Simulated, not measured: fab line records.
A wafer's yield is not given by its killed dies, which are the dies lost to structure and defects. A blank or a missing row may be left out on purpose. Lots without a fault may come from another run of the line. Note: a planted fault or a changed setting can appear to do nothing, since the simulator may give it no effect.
The tool behind it: which one? / flow nand_harc / 14 lots, 42 wafers sampled, at 4 steps of a route of 1302

WHAT THE GAUGES READ, wafer by wafer
NHARC_P_M2_CD_MEAS_09: target cd 170 nm. Usual: cd_nm 170.0 nm, standard deviation 0.75.
lot=L143; measured=day 6 22:22; on=cd_sem-03; cd_nm (nm)=170.1 169.5 169.7; flag=
lot=L144; measured=day 7 03:10; on=cd_sem-03; cd_nm (nm)=170.4 170.7 170.3; flag=
lot=L146; measured=day 8 10:46; on=cd_sem-02; cd_nm (nm)=169.9 170.5 170.8; flag=
lot=L147; measured=day 8 11:34; on=cd_sem-03; cd_nm (nm)=169.6 169.8 170.4; flag=
lot=L148; measured=day 8 19:51; on=cd_sem-03; cd_nm (nm)=171.0 169.6 171.2; flag=
lot=L149; measured=day 9 17:32; on=cd_sem-01; cd_nm (nm)=170.8 170.7 169.6; flag=
lot=L150; measured=day 9 22:11; on=cd_sem-02; cd_nm (nm)=171.6 171.8 171.1; flag=
lot=L151; measured=day 10 05:05; on=cd_sem-01; cd_nm (nm)=168.8 170.1 169.5; flag=
lot=L152; measured=day 10 13:25; on=cd_sem-03; cd_nm (nm)=169.8 169.8 169.1; flag=
lot=L153; measured=day 11 00:58; on=cd_sem-01; cd_nm (nm)=194.7 195.6 195.3; flag=OFF
lot=L154; measured=day 11 07:46; on=cd_sem-03; cd_nm (nm)=169.9 169.2 169.5; flag=
lot=L157; measured=day 12 08:17; on=cd_sem-01; cd_nm (nm)=191.1 192.4 191.7; flag=OFF
lot=L163; measured=day 14 23:25; on=cd_sem-03; cd_nm (nm)=169.9 170.8 169.7; flag=
lot=L164; measured=day 15 16:29; on=cd_sem-03; cd_nm (nm)=169.4 169.2 169.7; flag=

EACH LOT AND THE TOOL THAT RAN IT (in order: tool; ch and the chambers of the sampled wafers; start)
lot=L143; NHARC_P_M1_DESCUM_14=rie_diel-01 ch 0,2,3, day 6 18:24; NHARC_P_M1_ETCH_35=rie_diel-01 ch 0,2,3, day 6 18:28; NHARC_P_M2_EXPOSE_06=arfi_scanner-03 ch 0, day 6 22:14
lot=L144; NHARC_P_M1_DESCUM_14=rie_diel-12 ch 0,1,2, day 6 23:08; NHARC_P_M1_ETCH_35=rie_diel-12 ch 2,3, day 6 23:14; NHARC_P_M2_EXPOSE_06=arfi_scanner-03 ch 0, day 7 03:01
lot=L146; NHARC_P_M1_DESCUM_14=rie_diel-12 ch 0,2,3, day 8 06:48; NHARC_P_M1_ETCH_35=rie_diel-12 ch 0,1,3, day 8 06:53; NHARC_P_M2_EXPOSE_06=arfi_scanner-03 ch 0, day 8 10:37
lot=L147; NHARC_P_M1_DESCUM_14=rie_diel-12 ch 0,2, day 8 07:42; NHARC_P_M1_ETCH_35=rie_diel-12 ch 2,3, day 8 07:46; NHARC_P_M2_EXPOSE_06=arfi_scanner-03 ch 0, day 8 11:26
lot=L148; NHARC_P_M1_DESCUM_14=rie_diel-01 ch 0,1,2, day 8 15:52; NHARC_P_M1_ETCH_35=rie_diel-01 ch 1,2, day 8 15:56; NHARC_P_M2_EXPOSE_06=arfi_scanner-02 ch 0, day 8 19:43
lot=L149; NHARC_P_M1_DESCUM_14=rie_diel-12 ch 0,1,3, day 9 13:35; NHARC_P_M1_ETCH_35=rie_diel-12 ch 0,1,3, day 9 13:41; NHARC_P_M2_EXPOSE_06=arfi_scanner-03 ch 0, day 9 17:24
lot=L150; NHARC_P_M1_DESCUM_14=rie_diel-12 ch 0,1,2, day 9 18:13; NHARC_P_M1_ETCH_35=rie_diel-12 ch 0,1,3, day 9 18:18; NHARC_P_M2_EXPOSE_06=arfi_scanner-02 ch 0, day 9 22:02
lot=L151; NHARC_P_M1_DESCUM_14=rie_diel-12 ch 1,3, day 10 01:07; NHARC_P_M1_ETCH_35=rie_diel-12 ch 0,1,2, day 10 01:12; NHARC_P_M2_EXPOSE_06=arfi_scanner-01 ch 0, day 10 04:58
lot=L152; NHARC_P_M1_DESCUM_14=rie_diel-12 ch 0,1,3, day 10 09:19; NHARC_P_M1_ETCH_35=rie_diel-12 ch 0,1,3, day 10 09:23; NHARC_P_M2_EXPOSE_06=arfi_scanner-02 ch 0, day 10 13:16
lot=L153; NHARC_P_M1_DESCUM_14=rie_diel-12 ch 0,3, day 10 21:08; NHARC_P_M1_ETCH_35=rie_diel-12 ch 0,1,2, day 10 21:14; NHARC_P_M2_EXPOSE_06=arfi_scanner-02 ch 0, day 11 00:49
lot=L154; NHARC_P_M1_DESCUM_14=rie_diel-01 ch 0,2,3, day 11 03:48; NHARC_P_M1_ETCH_35=rie_diel-01 ch 1,2,3, day 11 03:53; NHARC_P_M2_EXPOSE_06=arfi_scanner-01 ch 0, day 11 07:38
lot=L157; NHARC_P_M1_DESCUM_14=rie_diel-01 ch 0,2,3, day 12 04:17; NHARC_P_M1_ETCH_35=rie_diel-01 ch 1,2, day 12 04:22; NHARC_P_M2_EXPOSE_06=arfi_scanner-02 ch 0, day 12 08:08
lot=L163; NHARC_P_M1_DESCUM_14=rie_diel-01 ch 1,2,3, day 14 19:28; NHARC_P_M1_ETCH_35=rie_diel-01 ch 2,3, day 14 19:32; NHARC_P_M2_EXPOSE_06=arfi_scanner-01 ch 0, day 14 23:17
lot=L164; NHARC_P_M1_DESCUM_14=rie_diel-12 ch 2,3, day 15 12:31; NHARC_P_M1_ETCH_35=rie_diel-12 ch 0,1,3, day 15 12:36; NHARC_P_M2_EXPOSE_06=arfi_scanner-03 ch 0, day 15 16:20
- NHARC_P_M1_DESCUM_14: chemistry O2, time 3 s.
- NHARC_P_M1_ETCH_35: etches the open film in N2/H2, target depth 40 nm, overetch 12 nm, time 43.94 s.
- NHARC_P_M2_EXPOSE_06: exposes mask P M2, target cd 170 nm.

WHAT THE TOOLS THEMSELVES READ (means of the sampled wafers that have a number; where no wafer has one, the mark that the record gives instead)
NHARC_P_M1_DESCUM_14. Usual: drypump_motor_current_A 5.9 A, standard deviation 0.46; oes_product_au 1.007 a.u., standard deviation 0.017; rf_vpp_V 57.6 V, standard deviation 0.86; showerhead_plenum_p_Torr 1.90 Torr, standard deviation 0.073; throttle_valve_pct 11.311 %, standard deviation 0.0084.
lot=L143; tool=rie_diel-01; drypump_motor_current_A (A)=6.1; oes_product_au (a.u.)=1.014; rf_vpp_V (V)=57.0; showerhead_plenum_p_Torr (Torr)=1.93; throttle_valve_pct (%)=11.301; flag=
lot=L144; tool=rie_diel-12; drypump_motor_current_A (A)=5.5; oes_product_au (a.u.)=1.005; rf_vpp_V (V)=57.8; showerhead_plenum_p_Torr (Torr)=1.86; throttle_valve_pct (%)=11.313; flag=
lot=L146; tool=rie_diel-12; drypump_motor_current_A (A)=6.0; oes_product_au (a.u.)=0.993; rf_vpp_V (V)=58.3; showerhead_plenum_p_Torr (Torr)=1.89; throttle_valve_pct (%)=11.309; flag=
lot=L147; tool=rie_diel-12; drypump_motor_current_A (A)=5.7; oes_product_au (a.u.)=0.996; rf_vpp_V (V)=57.7; showerhead_plenum_p_Torr (Torr)=1.88; throttle_valve_pct (%)=11.322; flag=
lot=L148; tool=rie_diel-01; drypump_motor_current_A (A)=5.9; oes_product_au (a.u.)=1.015; rf_vpp_V (V)=57.8; showerhead_plenum_p_Torr (Torr)=1.96; throttle_valve_pct (%)=11.305; flag=
lot=L149; tool=rie_diel-12; drypump_motor_current_A (A)=5.8; oes_product_au (a.u.)=1.013; rf_vpp_V (V)=57.5; showerhead_plenum_p_Torr (Torr)=1.86; throttle_valve_pct (%)=11.310; flag=
lot=L150; tool=rie_diel-12; drypump_motor_current_A (A)=5.5; oes_product_au (a.u.)=1.004; rf_vpp_V (V)=56.8; showerhead_plenum_p_Torr (Torr)=1.85; throttle_valve_pct (%)=11.310; flag=
lot=L151; tool=rie_diel-12; drypump_motor_current_A (A)=6.1; oes_product_au (a.u.)=1.011; rf_vpp_V (V)=58.1; showerhead_plenum_p_Torr (Torr)=1.88; throttle_valve_pct (%)=11.315; flag=
lot=L152; tool=rie_diel-12; drypump_motor_current_A (A)=5.8; oes_product_au (a.u.)=1.009; rf_vpp_V (V)=57.8; showerhead_plenum_p_Torr (Torr)=1.86; throttle_valve_pct (%)=11.313; flag=
lot=L153; tool=rie_diel-12; drypump_motor_current_A (A)=6.0; oes_product_au (a.u.)=0.989; rf_vpp_V (V)=57.9; showerhead_plenum_p_Torr (Torr)=1.88; throttle_valve_pct (%)=11.302; flag=
lot=L154; tool=rie_diel-01; drypump_motor_current_A (A)=6.1; oes_product_au (a.u.)=0.996; rf_vpp_V (V)=57.6; showerhead_plenum_p_Torr (Torr)=1.92; throttle_valve_pct (%)=11.308; flag=
lot=L157; tool=rie_diel-01; drypump_motor_current_A (A)=6.1; oes_product_au (a.u.)=0.999; rf_vpp_V (V)=57.5; showerhead_plenum_p_Torr (Torr)=1.92; throttle_valve_pct (%)=11.304; flag=
lot=L163; tool=rie_diel-01; drypump_motor_current_A (A)=6.0; oes_product_au (a.u.)=1.004; rf_vpp_V (V)=58.0; showerhead_plenum_p_Torr (Torr)=2.00; throttle_valve_pct (%)=11.311; flag=
lot=L164; tool=rie_diel-12; drypump_motor_current_A (A)=6.3; oes_product_au (a.u.)=1.024; rf_vpp_V (V)=57.8; showerhead_plenum_p_Torr (Torr)=1.89; throttle_valve_pct (%)=11.303; flag=

NHARC_P_M1_ETCH_35. Usual: drypump_motor_current_A 5.8 A, standard deviation 0.46; oes_product_au 1.005 a.u., standard deviation 0.017; rf_vpp_V 430.0 V, standard deviation 2.5; showerhead_plenum_p_Torr 2.02 Torr, standard deviation 0.081; throttle_valve_pct 14.170 %, standard deviation 0.0086.
lot=L143; tool=rie_diel-01; drypump_motor_current_A (A)=6.1; oes_product_au (a.u.)=1.006; rf_vpp_V (V)=430.8; showerhead_plenum_p_Torr (Torr)=2.05; throttle_valve_pct (%)=14.171; flag=
lot=L144; tool=rie_diel-12; drypump_motor_current_A (A)=6.0; oes_product_au (a.u.)=0.995; rf_vpp_V (V)=429.6; showerhead_plenum_p_Torr (Torr)=2.02; throttle_valve_pct (%)=14.163; flag=
lot=L146; tool=rie_diel-12; drypump_motor_current_A (A)=5.8; oes_product_au (a.u.)=1.006; rf_vpp_V (V)=429.1; showerhead_plenum_p_Torr (Torr)=1.98; throttle_valve_pct (%)=14.161; flag=
lot=L147; tool=rie_diel-12; drypump_motor_current_A (A)=6.3; oes_product_au (a.u.)=0.989; rf_vpp_V (V)=429.9; showerhead_plenum_p_Torr (Torr)=2.02; throttle_valve_pct (%)=14.168; flag=
lot=L148; tool=rie_diel-01; drypump_motor_current_A (A)=6.1; oes_product_au (a.u.)=1.022; rf_vpp_V (V)=434.4; showerhead_plenum_p_Torr (Torr)=2.15; throttle_valve_pct (%)=14.175; flag=
lot=L149; tool=rie_diel-12; drypump_motor_current_A (A)=5.8; oes_product_au (a.u.)=1.001; rf_vpp_V (V)=428.8; showerhead_plenum_p_Torr (Torr)=1.98; throttle_valve_pct (%)=14.169; flag=
lot=L150; tool=rie_diel-12; drypump_motor_current_A (A)=5.8; oes_product_au (a.u.)=1.004; rf_vpp_V (V)=430.1; showerhead_plenum_p_Torr (Torr)=1.98; throttle_valve_pct (%)=14.177; flag=
lot=L151; tool=rie_diel-12; drypump_motor_current_A (A)=5.5; oes_product_au (a.u.)=1.003; rf_vpp_V (V)=428.8; showerhead_plenum_p_Torr (Torr)=1.97; throttle_valve_pct (%)=14.170; flag=
lot=L152; tool=rie_diel-12; drypump_motor_current_A (A)=5.8; oes_product_au (a.u.)=1.005; rf_vpp_V (V)=429.2; showerhead_plenum_p_Torr (Torr)=1.98; throttle_valve_pct (%)=14.166; flag=
lot=L153; tool=rie_diel-12; drypump_motor_current_A (A)=5.5; oes_product_au (a.u.)=1.001; rf_vpp_V (V)=428.9; showerhead_plenum_p_Torr (Torr)=1.97; throttle_valve_pct (%)=14.173; flag=
lot=L154; tool=rie_diel-01; drypump_motor_current_A (A)=6.0; oes_product_au (a.u.)=1.008; rf_vpp_V (V)=433.1; showerhead_plenum_p_Torr (Torr)=2.13; throttle_valve_pct (%)=14.178; flag=
lot=L157; tool=rie_diel-01; drypump_motor_current_A (A)=5.9; oes_product_au (a.u.)=1.009; rf_vpp_V (V)=433.6; showerhead_plenum_p_Torr (Torr)=2.17; throttle_valve_pct (%)=14.168; flag=
lot=L163; tool=rie_diel-01; drypump_motor_current_A (A)=6.2; oes_product_au (a.u.)=1.008; rf_vpp_V (V)=432.1; showerhead_plenum_p_Torr (Torr)=2.11; throttle_valve_pct (%)=14.173; flag=
lot=L164; tool=rie_diel-12; drypump_motor_current_A (A)=5.8; oes_product_au (a.u.)=1.021; rf_vpp_V (V)=428.2; showerhead_plenum_p_Torr (Torr)=1.98; throttle_valve_pct (%)=14.166; flag=

NHARC_P_M2_EXPOSE_06. Usual: exposure_dose_mJ_cm2 80.79, standard deviation 0.079.
lot=L143 tool=arfi_scanner-03 exposure_dose_mJ_cm2=80.77 flag=
lot=L144 tool=arfi_scanner-03 exposure_dose_mJ_cm2=80.68 flag=
lot=L146 tool=arfi_scanner-03 exposure_dose_mJ_cm2=80.66 flag=
lot=L147 tool=arfi_scanner-03 exposure_dose_mJ_cm2=80.86 flag=
lot=L148 tool=arfi_scanner-02 exposure_dose_mJ_cm2=80.79 flag=
lot=L149 tool=arfi_scanner-03 exposure_dose_mJ_cm2=80.92 flag=
lot=L150 tool=arfi_scanner-02 exposure_dose_mJ_cm2=80.81 flag=
lot=L151 tool=arfi_scanner-01 exposure_dose_mJ_cm2=80.75 flag=
lot=L152 tool=arfi_scanner-02 exposure_dose_mJ_cm2=80.78 flag=
lot=L153 tool=arfi_scanner-02 exposure_dose_mJ_cm2=125.12 flag=OFF
lot=L154 tool=arfi_scanner-01 exposure_dose_mJ_cm2=80.77 flag=
lot=L157 tool=arfi_scanner-02 exposure_dose_mJ_cm2=117.06 flag=OFF
lot=L163 tool=arfi_scanner-01 exposure_dose_mJ_cm2=80.74 flag=
lot=L164 tool=arfi_scanner-03 exposure_dose_mJ_cm2=80.69 flag=

THE ANSWER, worked out from the rows above alone
Rule: take the mean of a lot's wafers that have a number; if it is more than 3 standard deviations from the usual mean, the lot is off. A lot without any number at a reading at which 4 lots or more have one is off too. The other lots that the step has rows for count as sound. Order of review: gauges by route order, followed by the tools' own readings, for which a lot's mean as printed above is used. At the first step where some lot is off, the reading lying furthest off is the one used; lots without a number count as furthest.
Off at NHARC_P_M2_CD_MEAS_09 (cd_nm): L153, L157.
A tool fits if, at a process step before that reading, it ran every lot that is off, and no sound lot after the first of them. The gauges at NHARC_P_M2_CD_MEAS_09 aren't tried: what is off there is off at NHARC_P_M2_EXPOSE_06 too, on other tools, and a gauge's error can't cause that. One fits: NHARC_P_M2_EXPOSE_06 on arfi_scanner-02. A fault onset in the window from L152 (day 10 13:16, its last sound lot) to L153 (day 11 00:49, its first lot off) fits.
On the lots that are off, the tool's own readings at NHARC_P_M2_EXPOSE_06 differ by more than 5 times the standard deviation of the sound lots' means, which bears it out; exposure_dose_mJ_cm2 reads 121.09 there versus 80.77 on the sound lots.

WHAT THE SIMULATOR PUT IN
Process parameter drift: arfi_scanner-02, from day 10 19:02 on, at NHARC_P_M2_EXPOSE_06. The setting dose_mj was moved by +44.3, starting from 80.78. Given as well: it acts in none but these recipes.
Struck lots among those shown: L153, L157. The rule given above showed the same thing.
